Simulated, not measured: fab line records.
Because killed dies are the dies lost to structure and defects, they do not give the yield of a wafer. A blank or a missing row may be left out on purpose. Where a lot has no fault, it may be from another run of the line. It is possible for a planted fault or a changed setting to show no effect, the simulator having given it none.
fab line records || flow n5-finfet || part 2 of 2: steps 18 to 24 of 24
[record] {"lots": 5, "wafers": 15, "last-day": 17}
route steps=1938 shown BEOL_M7@1292
lots that met no fault: from a run of the same line without faults
start-h: hours from the record's opening day to when the first of the lot's shown wafers began || wait-h: how many hours have passed since the lot's step before this one || " identical to the entry in the row above || L1.1+2: several wafers, shown together as one row || - no value present, or no start provided || * or withheld: withheld || < > ~ a bound
route shown NAME@n: names a module that has steps shown in the file, with the first one's number in the route || usual: mean and standard deviation over wafers with no fault || same: alike in all rows || chamber/n: place in a boat || sites: the reading at each site || _std_site: how widely they spread, as a standard deviation || _edge_site: inner sites' mean taken away from outer sites' mean || radius-mm: how far each site lies from the wafer's centre || mask NAME#n: copy n || behind: tool/chamber where the wafer was last shaped || hold: reason for holding the lot/hours on hold/outcome of the hold || device: the n, p or np transistor that did not switch || end of line: the route-end tests of the same wafers || for a step that has no rows: nothing shown but its recipe || killed: not the wafer's yield, but the dies lost to structure and defects at the first sort || map: the dies of a wafer, with x for killed, . for not killed, _ for no die there
set.NAME: the setting the step ran with; set.NAME@STEP: the setting that earlier step ran with || model.NAME: the simulator's own value behind a step, which no gauge read
lots at some steps of the route; a table a step, a row a wafer
services: a tool's chamber out of use, with start hour (start-h, from the record's first day; less than 0 if before it), hours out, and reason
[[steps]]
[step N5_BEOL_M7_ETCH_41]
[recipe] {"chemistry": "CH3F/O2", "target": "SiCN", "target-depth-a": 319, "taper-deg": 2, "time-s": 57.8, "ion-energy-ev": 120, "mask-material": "TiN", "pressure-mtorr": 30, "source-w": 395, "bias-w": 75, "Ar_flow_sccm": 150, "CH3F_flow_sccm": 30, "O2_flow_sccm": 20}
[usual] {"O2_flow_sccm": "20.01/0.06", "drypump-motor-current-A": "6.0/0.46", "mfc-ar-sccm": "150.0/0.44", "oes-product-au": "0.76/0.083", "rf-fwd-power-W": "391.2/1.6", "rf-vpp-V": "297.0/1.9", "showerhead-plenum-p-Torr": "1.99/0.083", "throttle-valve-pct": "16.45/0.24"}
{"lot.wafer": "L076.2", "tool": "rie-diel-03", "chamber": 3, "start-h": "-", "wait-h": "-", "O2_flow_sccm": 19.97, "drypump-motor-current-A": 5.8, "mfc-ar-sccm": 151.0, "oes-product-au": 0.78, "rf-fwd-power-W": 389.9, "rf-hours-counter-h": 117, "rf-vpp-V": 296.4, "showerhead-plenum-p-Torr": 1.95, "throttle-valve-pct": 16.11}
{"lot.wafer": "L076.3", "tool": "rie-diel-03", "chamber": 2, "start-h": "-", "wait-h": "-", "O2_flow_sccm": 19.97, "drypump-motor-current-A": 6.2, "mfc-ar-sccm": 149.8, "oes-product-au": 0.69, "rf-fwd-power-W": 390.5, "rf-hours-counter-h": 206, "rf-vpp-V": 299.3, "showerhead-plenum-p-Torr": 2.06, "throttle-valve-pct": 16.52}
{"lot.wafer": "L076.5", "tool": "rie-diel-03", "chamber": 1, "start-h": "-", "wait-h": "-", "O2_flow_sccm": 20.04, "drypump-motor-current-A": 6.7, "mfc-ar-sccm": 149.6, "oes-product-au": 0.68, "rf-fwd-power-W": 390.0, "rf-hours-counter-h": "-", "rf-vpp-V": 295.4, "showerhead-plenum-p-Torr": 1.91, "throttle-valve-pct": 16.69}
{"lot.wafer": "L080.4", "tool": "rie-diel-03", "chamber": 2, "start-h": "-", "wait-h": "-", "O2_flow_sccm": 20.06, "drypump-motor-current-A": 6.2, "mfc-ar-sccm": 150.2, "oes-product-au": 0.68, "rf-fwd-power-W": 389.9, "rf-hours-counter-h": 218, "rf-vpp-V": 298.3, "showerhead-plenum-p-Torr": 2.05, "throttle-valve-pct": 16.54}
{"lot.wafer": "L080.5", "tool": "rie-diel-03", "chamber": 0, "start-h": "-", "wait-h": "-", "O2_flow_sccm": 20.02, "drypump-motor-current-A": 5.8, "mfc-ar-sccm": 149.7, "oes-product-au": 0.73, "rf-fwd-power-W": 388.1, "rf-hours-counter-h": "-", "rf-vpp-V": 300.1, "showerhead-plenum-p-Torr": 2.07, "throttle-valve-pct": 16.69}
{"lot.wafer": "L080.6", "tool": "rie-diel-03", "chamber": 1, "start-h": "-", "wait-h": "-", "O2_flow_sccm": 20.04, "drypump-motor-current-A": 6.8, "mfc-ar-sccm": 150.0, "oes-product-au": 0.68, "rf-fwd-power-W": 387.8, "rf-hours-counter-h": "-", "rf-vpp-V": 296.1, "showerhead-plenum-p-Torr": 1.90, "throttle-valve-pct": 16.73}
{"lot.wafer": "L084.3", "tool": "rie-diel-01", "chamber": 3, "start-h": "-", "wait-h": "-", "O2_flow_sccm": 20.06, "drypump-motor-current-A": 5.4, "mfc-ar-sccm": 150.4, "oes-product-au": 0.75, "rf-fwd-power-W": 390.0, "rf-hours-counter-h": 157, "rf-vpp-V": 297.1, "showerhead-plenum-p-Torr": 2.00, "throttle-valve-pct": 16.68}
{"lot.wafer": "L084.4", "tool": "rie-diel-01", "chamber": 0, "start-h": "-", "wait-h": "-", "O2_flow_sccm": 20.00, "drypump-motor-current-A": 5.5, "mfc-ar-sccm": 150.1, "oes-product-au": 0.67, "rf-fwd-power-W": 389.5, "rf-hours-counter-h": 245, "rf-vpp-V": 296.6, "showerhead-plenum-p-Torr": 1.98, "throttle-valve-pct": 16.70}
{"lot.wafer": "L084.6", "tool": "rie-diel-01", "chamber": 3, "start-h": "-", "wait-h": "-", "O2_flow_sccm": 19.99, "drypump-motor-current-A": 5.4, "mfc-ar-sccm": 150.5, "oes-product-au": 0.75, "rf-fwd-power-W": 390.8, "rf-hours-counter-h": "-", "rf-vpp-V": 296.1, "showerhead-plenum-p-Torr": 2.00, "throttle-valve-pct": 16.65}
{"lot.wafer": "L094.4", "tool": "rie-diel-03", "chamber": 1, "start-h": "-", "wait-h": "-", "O2_flow_sccm": 20.05, "drypump-motor-current-A": 6.8, "mfc-ar-sccm": 149.7, "oes-product-au": 0.66, "rf-fwd-power-W": 388.4, "rf-hours-counter-h": 240, "rf-vpp-V": 294.2, "showerhead-plenum-p-Torr": 1.90, "throttle-valve-pct": 16.78}
{"lot.wafer": "L094.5", "tool": "rie-diel-03", "chamber": 2, "start-h": "-", "wait-h": "-", "O2_flow_sccm": 20.11, "drypump-motor-current-A": 6.2, "mfc-ar-sccm": 149.4, "oes-product-au": 0.65, "rf-fwd-power-W": 391.5, "rf-hours-counter-h": "-", "rf-vpp-V": 298.2, "showerhead-plenum-p-Torr": 2.05, "throttle-valve-pct": 16.57}
{"lot.wafer": "L094.6", "tool": "rie-diel-03", "chamber": 1, "start-h": "-", "wait-h": "-", "O2_flow_sccm": 19.93, "drypump-motor-current-A": 6.8, "mfc-ar-sccm": 150.4, "oes-product-au": 0.66, "rf-fwd-power-W": 391.2, "rf-hours-counter-h": "-", "rf-vpp-V": 294.2, "showerhead-plenum-p-Torr": 1.90, "throttle-valve-pct": 16.78}
{"lot.wafer": "L095.1", "tool": "rie-diel-01", "chamber": 3, "start-h": "-", "wait-h": "-", "O2_flow_sccm": 20.02, "drypump-motor-current-A": 5.4, "mfc-ar-sccm": 151.3, "oes-product-au": 0.72, "rf-fwd-power-W": 389.6, "rf-hours-counter-h": 183, "rf-vpp-V": 298.1, "showerhead-plenum-p-Torr": 1.99, "throttle-valve-pct": 16.70}
{"lot.wafer": "L095.2", "tool": "rie-diel-01", "chamber": 2, "start-h": "-", "wait-h": "-", "O2_flow_sccm": 19.94, "drypump-motor-current-A": 5.4, "mfc-ar-sccm": 150.3, "oes-product-au": 0.68, "rf-fwd-power-W": 389.7, "rf-hours-counter-h": 233, "rf-vpp-V": 298.0, "showerhead-plenum-p-Torr": 2.06, "throttle-valve-pct": 16.55}
{"lot.wafer": "L095.4", "tool": "rie-diel-01", "chamber": 0, "start-h": "-", "wait-h": "-", "O2_flow_sccm": 20.01, "drypump-motor-current-A": 5.5, "mfc-ar-sccm": 150.7, "oes-product-au": 0.95, "rf-fwd-power-W": 390.2, "rf-hours-counter-h": 6, "rf-vpp-V": 296.2, "showerhead-plenum-p-Torr": 1.98, "throttle-valve-pct": 16.26}
[step N5_BEOL_M7_STRIP_80]
[recipe] {"chemistry": "N2/H2", "time-s": 10, "power-w": 450, "temp-c": 40, "pressure-mtorr": 20, "rf-frequency-hz": 6e+07, "bias-power-w": 7, "n2-flow-sccm": 200, "h2-flow-sccm": 200}
[usual] {"bias-power-w": "6.996/0.022", "drypump-motor-current-A": "6.0/0.46", "oes-product-au": "0.76/0.084", "rf-vpp-V": "59.1/0.84", "showerhead-plenum-p-Torr": "2.52/0.11", "temp-c": "39.99/0.12", "throttle-valve-pct": "23.8/0.35"}
{"lot.wafer": "L076.2", "tool": "rie-diel-03", "chamber": 3, "start-h": "-", "wait-h": "-", "bias-power-w": 6.987, "drypump-motor-current-A": 5.8, "oes-product-au": 0.78, "rf-hours-counter-h": 117, "rf-vpp-V": 58.2, "showerhead-plenum-p-Torr": 2.46, "temp-c": 40.13, "throttle-valve-pct": 23.5}
{"lot.wafer": "L076.3", "tool": "rie-diel-03", "chamber": 2, "start-h": "-", "wait-h": "-", "bias-power-w": 6.971, "drypump-motor-current-A": 6.2, "oes-product-au": 0.70, "rf-hours-counter-h": 206, "rf-vpp-V": 58.8, "showerhead-plenum-p-Torr": 2.62, "temp-c": 39.91, "throttle-valve-pct": 23.5}
{"lot.wafer": "L076.5", "tool": "rie-diel-03", "chamber": 1, "start-h": "-", "wait-h": "-", "bias-power-w": 6.968, "drypump-motor-current-A": 6.8, "oes-product-au": 0.68, "rf-hours-counter-h": "-", "rf-vpp-V": 57.6, "showerhead-plenum-p-Torr": 2.40, "temp-c": 39.98, "throttle-valve-pct": 23.8}
{"lot.wafer": "L080.4", "tool": "rie-diel-03", "chamber": 2, "start-h": "-", "wait-h": "-", "bias-power-w": 6.986, "drypump-motor-current-A": 6.2, "oes-product-au": 0.69, "rf-hours-counter-h": 218, "rf-vpp-V": 61.0, "showerhead-plenum-p-Torr": 2.61, "temp-c": 39.90, "throttle-valve-pct": 23.5}
{"lot.wafer": "L080.5", "tool": "rie-diel-03", "chamber": 0, "start-h": "-", "wait-h": "-", "bias-power-w": 7.001, "drypump-motor-current-A": 5.8, "oes-product-au": 0.74, "rf-hours-counter-h": "-", "rf-vpp-V": 59.4, "showerhead-plenum-p-Torr": 2.63, "temp-c": 39.92, "throttle-valve-pct": 24.1}
{"lot.wafer": "L080.6", "tool": "rie-diel-03", "chamber": 1, "start-h": "-", "wait-h": "-", "bias-power-w": 7.011, "drypump-motor-current-A": 6.8, "oes-product-au": 0.66, "rf-hours-counter-h": "-", "rf-vpp-V": 60.0, "showerhead-plenum-p-Torr": 2.40, "temp-c": 39.94, "throttle-valve-pct": 23.8}
{"lot.wafer": "L084.3", "tool": "rie-diel-01", "chamber": 3, "start-h": "-", "wait-h": "-", "bias-power-w": 7.051, "drypump-motor-current-A": 5.4, "oes-product-au": 0.76, "rf-hours-counter-h": 157, "rf-vpp-V": 57.8, "showerhead-plenum-p-Torr": 2.57, "temp-c": 40.04, "throttle-valve-pct": 24.6}
{"lot.wafer": "L084.4", "tool": "rie-diel-01", "chamber": 0, "start-h": "-", "wait-h": "-", "bias-power-w": 7.017, "drypump-motor-current-A": 5.5, "oes-product-au": 0.69, "rf-hours-counter-h": 245, "rf-vpp-V": 59.3, "showerhead-plenum-p-Torr": 2.51, "temp-c": 40.05, "throttle-valve-pct": 24.0}
{"lot.wafer": "L084.6", "tool": "rie-diel-01", "chamber": 3, "start-h": "-", "wait-h": "-", "bias-power-w": 6.982, "drypump-motor-current-A": 5.4, "oes-product-au": 0.76, "rf-hours-counter-h": "-", "rf-vpp-V": 59.3, "showerhead-plenum-p-Torr": 2.57, "temp-c": 39.95, "throttle-valve-pct": 24.6}
{"lot.wafer": "L094.4", "tool": "rie-diel-03", "chamber": 1, "start-h": "-", "wait-h": "-", "bias-power-w": 6.963, "drypump-motor-current-A": 6.8, "oes-product-au": 0.66, "rf-hours-counter-h": 240, "rf-vpp-V": 59.6, "showerhead-plenum-p-Torr": 2.39, "temp-c": 39.82, "throttle-valve-pct": 23.8}
{"lot.wafer": "L094.5", "tool": "rie-diel-03", "chamber": 2, "start-h": "-", "wait-h": "-", "bias-power-w": 6.976, "drypump-motor-current-A": 6.2, "oes-product-au": 0.67, "rf-hours-counter-h": "-", "rf-vpp-V": 59.2, "showerhead-plenum-p-Torr": 2.60, "temp-c": 39.90, "throttle-valve-pct": 23.5}
{"lot.wafer": "L094.6", "tool": "rie-diel-03", "chamber": 1, "start-h": "-", "wait-h": "-", "bias-power-w": 6.980, "drypump-motor-current-A": 6.8, "oes-product-au": 0.66, "rf-hours-counter-h": "-", "rf-vpp-V": 60.8, "showerhead-plenum-p-Torr": 2.39, "temp-c": 39.91, "throttle-valve-pct": 23.8}
{"lot.wafer": "L095.1", "tool": "rie-diel-01", "chamber": 3, "start-h": "-", "wait-h": "-", "bias-power-w": 7.031, "drypump-motor-current-A": 5.4, "oes-product-au": 0.74, "rf-hours-counter-h": 183, "rf-vpp-V": 59.5, "showerhead-plenum-p-Torr": 2.56, "temp-c": 40.07, "throttle-valve-pct": 24.6}
{"lot.wafer": "L095.2", "tool": "rie-diel-01", "chamber": 2, "start-h": "-", "wait-h": "-", "bias-power-w": 7.010, "drypump-motor-current-A": 5.5, "oes-product-au": 0.68, "rf-hours-counter-h": 233, "rf-vpp-V": 59.1, "showerhead-plenum-p-Torr": 2.62, "temp-c": 40.03, "throttle-valve-pct": 23.9}
{"lot.wafer": "L095.4", "tool": "rie-diel-01", "chamber": 0, "start-h": "-", "wait-h": "-", "bias-power-w": 7.026, "drypump-motor-current-A": 5.5, "oes-product-au": 0.95, "rf-hours-counter-h": 6, "rf-vpp-V": 58.8, "showerhead-plenum-p-Torr": 2.51, "temp-c": 40.20, "throttle-valve-pct": 23.7}
[step N5_BEOL_M7_OCD_MEAS_38]
[usual] {"trench-depth-nm": "93.0/2"}
{"lot.wafer": "L076.2", "tool": "ocd-01", "chamber": "-", "start-h": 197.53, "wait-h": "-", "trench-depth-nm": 94.8}
{"lot.wafer": "L076.3", "tool": "ocd-01", "chamber": "-", "start-h": 197.53, "wait-h": "-", "trench-depth-nm": 90.6}
{"lot.wafer": "L076.5", "tool": "ocd-01", "chamber": "-", "start-h": 197.53, "wait-h": "-", "trench-depth-nm": 91.1}
{"lot.wafer": "L080.4", "tool": "ocd-01", "chamber": "-", "start-h": 231.53, "wait-h": "-", "trench-depth-nm": 91.2}
{"lot.wafer": "L080.5", "tool": "ocd-01", "chamber": "-", "start-h": 231.53, "wait-h": "-", "trench-depth-nm": 91.9}
{"lot.wafer": "L080.6", "tool": "ocd-01", "chamber": "-", "start-h": 231.53, "wait-h": "-", "trench-depth-nm": 91.9}
{"lot.wafer": "L084.3", "tool": "ocd-01", "chamber": "-", "start-h": 250.26, "wait-h": "-", "trench-depth-nm": 93.3}
{"lot.wafer": "L084.4", "tool": "ocd-01", "chamber": "-", "start-h": 250.26, "wait-h": "-", "trench-depth-nm": 89.6}
{"lot.wafer": "L084.6", "tool": "ocd-01", "chamber": "-", "start-h": 250.26, "wait-h": "-", "trench-depth-nm": 92.6}
{"lot.wafer": "L094.4", "tool": "ocd-01", "chamber": "-", "start-h": 325.98, "wait-h": "-", "trench-depth-nm": 90.9}
{"lot.wafer": "L094.5", "tool": "ocd-01", "chamber": "-", "start-h": 325.98, "wait-h": "-", "trench-depth-nm": 90.1}
{"lot.wafer": "L094.6", "tool": "ocd-01", "chamber": "-", "start-h": 325.98, "wait-h": "-", "trench-depth-nm": 92.1}
{"lot.wafer": "L095.1", "tool": "ocd-01", "chamber": "-", "start-h": 326.32, "wait-h": "-", "trench-depth-nm": 93.0}
{"lot.wafer": "L095.2", "tool": "ocd-01", "chamber": "-", "start-h": 326.32, "wait-h": "-", "trench-depth-nm": 90.4}
{"lot.wafer": "L095.4", "tool": "ocd-01", "chamber": "-", "start-h": 326.32, "wait-h": "-", "trench-depth-nm": 93.3}
[step N5_BEOL_M7_HM_STRIP_39]
[recipe] {"chemistry": "peroxide-tin-strip", "material": "TiN", "target-depth-a": 250, "temp-c": 50, "time-s": 158}
[usual] {"bath-heat-duty-pct": "7.1/0.86", "temp-c": "50.00/0.12"}
{"lot.wafer": "L076.2", "tool": "wet-bench-01", "chamber": 0, "start-h": 197.57, "wait-h": 0.0, "bath-heat-duty-pct": 6.4, "temp-c": 49.98}
{"lot.wafer": "L076.3", "tool": "wet-bench-01", "chamber": 5, "start-h": 197.57, "wait-h": 0.0, "bath-heat-duty-pct": 6.9, "temp-c": 49.78}
{"lot.wafer": "L076.5", "tool": "wet-bench-01", "chamber": 1, "start-h": 197.57, "wait-h": 0.0, "bath-heat-duty-pct": 5.1, "temp-c": 50.20}
{"lot.wafer": "L080.4", "tool": "wet-bench-05", "chamber": 5, "start-h": 231.56, "wait-h": 0.0, "bath-heat-duty-pct": 8.1, "temp-c": 50.11}
{"lot.wafer": "L080.5", "tool": "wet-bench-05", "chamber": 2, "start-h": 231.56, "wait-h": 0.0, "bath-heat-duty-pct": 7.2, "temp-c": 49.83}
{"lot.wafer": "L080.6", "tool": "wet-bench-05", "chamber": 6, "start-h": 231.56, "wait-h": 0.0, "bath-heat-duty-pct": 6.8, "temp-c": 50.15}
{"lot.wafer": "L084.3", "tool": "wet-bench-01", "chamber": 3, "start-h": 250.29, "wait-h": 0.0, "bath-heat-duty-pct": 7.3, "temp-c": 50.01}
{"lot.wafer": "L084.4", "tool": "wet-bench-01", "chamber": 0, "start-h": 250.29, "wait-h": 0.0, "bath-heat-duty-pct": 7.5, "temp-c": 49.96}
{"lot.wafer": "L084.6", "tool": "wet-bench-01", "chamber": 2, "start-h": 250.29, "wait-h": 0.0, "bath-heat-duty-pct": 6.3, "temp-c": 50.06}
{"lot.wafer": "L094.4", "tool": "wet-bench-01", "chamber": 3, "start-h": 326.00, "wait-h": 0.0, "bath-heat-duty-pct": 6.7, "temp-c": 49.93}
{"lot.wafer": "L094.5", "tool": "wet-bench-01", "chamber": 7, "start-h": 326.00, "wait-h": 0.0, "bath-heat-duty-pct": 7.3, "temp-c": 49.87}
{"lot.wafer": "L094.6", "tool": "wet-bench-01", "chamber": 4, "start-h": 326.00, "wait-h": 0.0, "bath-heat-duty-pct": 8.6, "temp-c": 49.84}
{"lot.wafer": "L095.1", "tool": "wet-bench-02", "chamber": 7, "start-h": 326.35, "wait-h": 0.0, "bath-heat-duty-pct": 5.9, "temp-c": 49.91}
{"lot.wafer": "L095.2", "tool": "wet-bench-02", "chamber": 1, "start-h": 326.35, "wait-h": 0.0, "bath-heat-duty-pct": 8.7, "temp-c": 50.08}
{"lot.wafer": "L095.4", "tool": "wet-bench-02", "chamber": 0, "start-h": 326.35, "wait-h": 0.0, "bath-heat-duty-pct": 7.4, "temp-c": 49.87}
[step N5_BEOL_M7_SRD_40]
[recipe] {"time-s": 30, "temp-c": 23, "rinse-liquid": "diw", "dry": "ipa-marangoni"}
[usual] {"bath-heat-duty-pct": "3.6/0.46", "temp-c": "22.99/0.11"}
{"lot.wafer": "L076.2", "tool": "wet-bench-01", "chamber": 0, "start-h": 197.61, "wait-h": 0.0, "bath-heat-duty-pct": 3.2, "temp-c": 23.04}
{"lot.wafer": "L076.3", "tool": "wet-bench-01", "chamber": 5, "start-h": 197.61, "wait-h": 0.0, "bath-heat-duty-pct": 3.4, "temp-c": 22.79}
{"lot.wafer": "L076.5", "tool": "wet-bench-01", "chamber": 1, "start-h": 197.61, "wait-h": 0.0, "bath-heat-duty-pct": 3.7, "temp-c": 22.88}
{"lot.wafer": "L080.4", "tool": "wet-bench-05", "chamber": 5, "start-h": 231.61, "wait-h": 0.0, "bath-heat-duty-pct": 3.5, "temp-c": 22.98}
{"lot.wafer": "L080.5", "tool": "wet-bench-05", "chamber": 2, "start-h": 231.61, "wait-h": 0.0, "bath-heat-duty-pct": 3.6, "temp-c": 22.93}
{"lot.wafer": "L080.6", "tool": "wet-bench-05", "chamber": 6, "start-h": 231.61, "wait-h": 0.0, "bath-heat-duty-pct": 3.4, "temp-c": 23.15}
{"lot.wafer": "L084.3", "tool": "wet-bench-01", "chamber": 3, "start-h": 250.34, "wait-h": 0.0, "bath-heat-duty-pct": 3.7, "temp-c": 22.97}
{"lot.wafer": "L084.4", "tool": "wet-bench-01", "chamber": 0, "start-h": 250.34, "wait-h": 0.0, "bath-heat-duty-pct": 3.4, "temp-c": 23.01}
{"lot.wafer": "L084.6", "tool": "wet-bench-01", "chamber": 2, "start-h": 250.34, "wait-h": 0.0, "bath-heat-duty-pct": 3.5, "temp-c": 23.16}
{"lot.wafer": "L094.4", "tool": "wet-bench-01", "chamber": 3, "start-h": 326.05, "wait-h": 0.0, "bath-heat-duty-pct": 3.8, "temp-c": 23.00}
{"lot.wafer": "L094.5", "tool": "wet-bench-01", "chamber": 7, "start-h": 326.05, "wait-h": 0.0, "bath-heat-duty-pct": 2.9, "temp-c": 23.10}
{"lot.wafer": "L094.6", "tool": "wet-bench-01", "chamber": 4, "start-h": 326.05, "wait-h": 0.0, "bath-heat-duty-pct": 3.2, "temp-c": 23.05}
{"lot.wafer": "L095.1", "tool": "wet-bench-02", "chamber": 7, "start-h": 326.40, "wait-h": 0.0, "bath-heat-duty-pct": 3.2, "temp-c": 23.22}
{"lot.wafer": "L095.2", "tool": "wet-bench-02", "chamber": 1, "start-h": 326.40, "wait-h": 0.0, "bath-heat-duty-pct": 4.3, "temp-c": 23.03}
{"lot.wafer": "L095.4", "tool": "wet-bench-02", "chamber": 0, "start-h": 326.40, "wait-h": 0.0, "bath-heat-duty-pct": 3.8, "temp-c": 23.09}
[step N5_BEOL_M7_PRECLEAN_42]
[recipe] {"chemistry": "residue-remover", "time-s": 60, "temp-c": 40}
[usual] {"bath-heat-duty-pct": "4.6/0.54", "temp-c": "40.01/0.11"}
{"lot.wafer": "L076.2", "tool": "wet-bench-01", "chamber": 0, "start-h": 197.63, "wait-h": 0.0, "bath-heat-duty-pct": 5.4, "temp-c": 40.19}
{"lot.wafer": "L076.3", "tool": "wet-bench-01", "chamber": 5, "start-h": 197.63, "wait-h": 0.0, "bath-heat-duty-pct": 4.7, "temp-c": 39.99}
{"lot.wafer": "L076.5", "tool": "wet-bench-01", "chamber": 1, "start-h": 197.63, "wait-h": 0.0, "bath-heat-duty-pct": 3.8, "temp-c": 40.03}
{"lot.wafer": "L080.4", "tool": "wet-bench-05", "chamber": 5, "start-h": 231.63, "wait-h": 0.0, "bath-heat-duty-pct": 4.6, "temp-c": 39.92}
{"lot.wafer": "L080.5", "tool": "wet-bench-05", "chamber": 2, "start-h": 231.63, "wait-h": 0.0, "bath-heat-duty-pct": 4.5, "temp-c": 39.78}
{"lot.wafer": "L080.6", "tool": "wet-bench-05", "chamber": 6, "start-h": 231.63, "wait-h": 0.0, "bath-heat-duty-pct": 4.7, "temp-c": 39.82}
{"lot.wafer": "L084.3", "tool": "wet-bench-01", "chamber": 3, "start-h": 250.36, "wait-h": 0.0, "bath-heat-duty-pct": 4.6, "temp-c": 39.91}
{"lot.wafer": "L084.4", "tool": "wet-bench-01", "chamber": 0, "start-h": 250.36, "wait-h": 0.0, "bath-heat-duty-pct": 5.4, "temp-c": 40.04}
{"lot.wafer": "L084.6", "tool": "wet-bench-01", "chamber": 2, "start-h": 250.36, "wait-h": 0.0, "bath-heat-duty-pct": 4.0, "temp-c": 40.25}
{"lot.wafer": "L094.4", "tool": "wet-bench-01", "chamber": 3, "start-h": 326.07, "wait-h": 0.0, "bath-heat-duty-pct": 4.2, "temp-c": 40.00}
{"lot.wafer": "L094.5", "tool": "wet-bench-01", "chamber": 7, "start-h": 326.07, "wait-h": 0.0, "bath-heat-duty-pct": 4.2, "temp-c": 40.00}
{"lot.wafer": "L094.6", "tool": "wet-bench-01", "chamber": 4, "start-h": 326.07, "wait-h": 0.0, "bath-heat-duty-pct": 5.2, "temp-c": 40.11}
{"lot.wafer": "L095.1", "tool": "wet-bench-02", "chamber": 7, "start-h": 326.42, "wait-h": 0.0, "bath-heat-duty-pct": 4.0, "temp-c": 39.91}
{"lot.wafer": "L095.2", "tool": "wet-bench-02", "chamber": 1, "start-h": 326.42, "wait-h": 0.0, "bath-heat-duty-pct": 4.7, "temp-c": 40.06}
{"lot.wafer": "L095.4", "tool": "wet-bench-02", "chamber": 0, "start-h": 326.42, "wait-h": 0.0, "bath-heat-duty-pct": 5.6, "temp-c": 39.90}
[step N5_BEOL_M7_SRD_43]
[recipe] {"time-s": 30, "temp-c": 23, "rinse-liquid": "diw", "dry": "ipa-marangoni"}
[usual] {"bath-heat-duty-pct": "3.6/0.5", "temp-c": "23.02/0.095"}
{"lot.wafer": "L076.2", "tool": "wet-bench-01", "chamber": 0, "start-h": 197.65, "wait-h": 0.0, "bath-heat-duty-pct": 3.3, "temp-c": 22.99}
{"lot.wafer": "L076.3", "tool": "wet-bench-01", "chamber": 5, "start-h": 197.65, "wait-h": 0.0, "bath-heat-duty-pct": 3.9, "temp-c": 22.93}
{"lot.wafer": "L076.5", "tool": "wet-bench-01", "chamber": 1, "start-h": 197.65, "wait-h": 0.0, "bath-heat-duty-pct": 3.1, "temp-c": 23.05}
{"lot.wafer": "L080.4", "tool": "wet-bench-05", "chamber": 5, "start-h": 231.64, "wait-h": 0.0, "bath-heat-duty-pct": 3.7, "temp-c": 23.01}
{"lot.wafer": "L080.5", "tool": "wet-bench-05", "chamber": 2, "start-h": 231.64, "wait-h": 0.0, "bath-heat-duty-pct": 3.0, "temp-c": 22.99}
{"lot.wafer": "L080.6", "tool": "wet-bench-05", "chamber": 6, "start-h": 231.64, "wait-h": 0.0, "bath-heat-duty-pct": 3.7, "temp-c": 22.91}
{"lot.wafer": "L084.3", "tool": "wet-bench-01", "chamber": 3, "start-h": 250.37, "wait-h": 0.0, "bath-heat-duty-pct": 3.6, "temp-c": 22.97}
{"lot.wafer": "L084.4", "tool": "wet-bench-01", "chamber": 0, "start-h": 250.37, "wait-h": 0.0, "bath-heat-duty-pct": 3.1, "temp-c": 22.90}
{"lot.wafer": "L084.6", "tool": "wet-bench-01", "chamber": 2, "start-h": 250.37, "wait-h": 0.0, "bath-heat-duty-pct": 3.2, "temp-c": 22.93}
{"lot.wafer": "L094.4", "tool": "wet-bench-01", "chamber": 3, "start-h": 326.08, "wait-h": 0.0, "bath-heat-duty-pct": 3.6, "temp-c": 22.98}
{"lot.wafer": "L094.5", "tool": "wet-bench-01", "chamber": 7, "start-h": 326.08, "wait-h": 0.0, "bath-heat-duty-pct": 4.3, "temp-c": 23.16}
{"lot.wafer": "L094.6", "tool": "wet-bench-01", "chamber": 4, "start-h": 326.08, "wait-h": 0.0, "bath-heat-duty-pct": 3.7, "temp-c": 23.04}
{"lot.wafer": "L095.1", "tool": "wet-bench-02", "chamber": 7, "start-h": 326.43, "wait-h": 0.0, "bath-heat-duty-pct": 3.6, "temp-c": 23.18}
{"lot.wafer": "L095.2", "tool": "wet-bench-02", "chamber": 1, "start-h": 326.43, "wait-h": 0.0, "bath-heat-duty-pct": 4.2, "temp-c": 23.06}
{"lot.wafer": "L095.4", "tool": "wet-bench-02", "chamber": 0, "start-h": 326.43, "wait-h": 0.0, "bath-heat-duty-pct": 4.0, "temp-c": 23.06}
[[services]]
{"tool": "rie-diel-01", "chamber": 1, "start-h": 176.55, "hours": "-", "kind": "clean"}
{"tool": "rie-diel-01", "chamber": 1, "start-h": 176.55, "hours": "-", "kind": "consumable-replace:focus-ring"}
{"tool": "rie-diel-01", "chamber": 1, "start-h": 176.55, "hours": 15.4, "kind": "scheduled-down"}
{"tool": "rie-diel-01", "chamber": 1, "start-h": 176.55, "hours": 15.4, "kind": "vent-cycle"}
{"tool": "euv-scanner-02", "chamber": "-", "start-h": 184.87, "hours": 1.0, "kind": "pm"}
{"tool": "euv-scanner-02", "chamber": "-", "start-h": 197.64, "hours": 4.6, "kind": "pm"}
{"tool": "wet-bench-05", "chamber": "-", "start-h": 202.72, "hours": 2.0, "kind": "repair"}
{"tool": "rie-diel-01", "chamber": 3, "start-h": 207.40, "hours": 19.4, "kind": "repair"}
{"tool": "litho-track-05", "chamber": "-", "start-h": 214.03, "hours": "-", "kind": "consumable-replace:filter"}
{"tool": "euv-scanner-01", "chamber": "-", "start-h": 221.35, "hours": 4.6, "kind": "pm"}
{"tool": "euv-scanner-02", "chamber": 0, "start-h": 222.50, "hours": "-", "kind": "calibration"}
{"tool": "euv-scanner-02", "chamber": "-", "start-h": 241.02, "hours": 1.0, "kind": "pm"}
{"tool": "euv-scanner-01", "chamber": "-", "start-h": 257.14, "hours": 12.0, "kind": "pm"}
{"tool": "rie-diel-01", "chamber": 0, "start-h": 267.70, "hours": "-", "kind": "clean"}
{"tool": "rie-diel-01", "chamber": 0, "start-h": 267.70, "hours": "-", "kind": "consumable-replace:focus-ring"}
{"tool": "rie-diel-01", "chamber": 0, "start-h": 267.70, "hours": 39.1, "kind": "scheduled-down"}
{"tool": "rie-diel-01", "chamber": 0, "start-h": 267.70, "hours": 39.1, "kind": "vent-cycle"}
{"tool": "euv-scanner-01", "chamber": "-", "start-h": 281.27, "hours": 1.0, "kind": "pm"}
{"tool": "euv-scanner-01", "chamber": "-", "start-h": 285.25, "hours": 0.8, "kind": "repair"}
{"tool": "rie-diel-01", "chamber": 1, "start-h": 293.98, "hours": 4.3, "kind": "repair"}
{"tool": "euv-scanner-02", "chamber": "-", "start-h": 297.17, "hours": 1.0, "kind": "pm"}
{"tool": "rie-diel-03", "chamber": "-", "start-h": 297.78, "hours": 2.8, "kind": "pm"}
{"tool": "wet-bench-01", "chamber": "-", "start-h": 302.62, "hours": 3.2, "kind": "repair"}
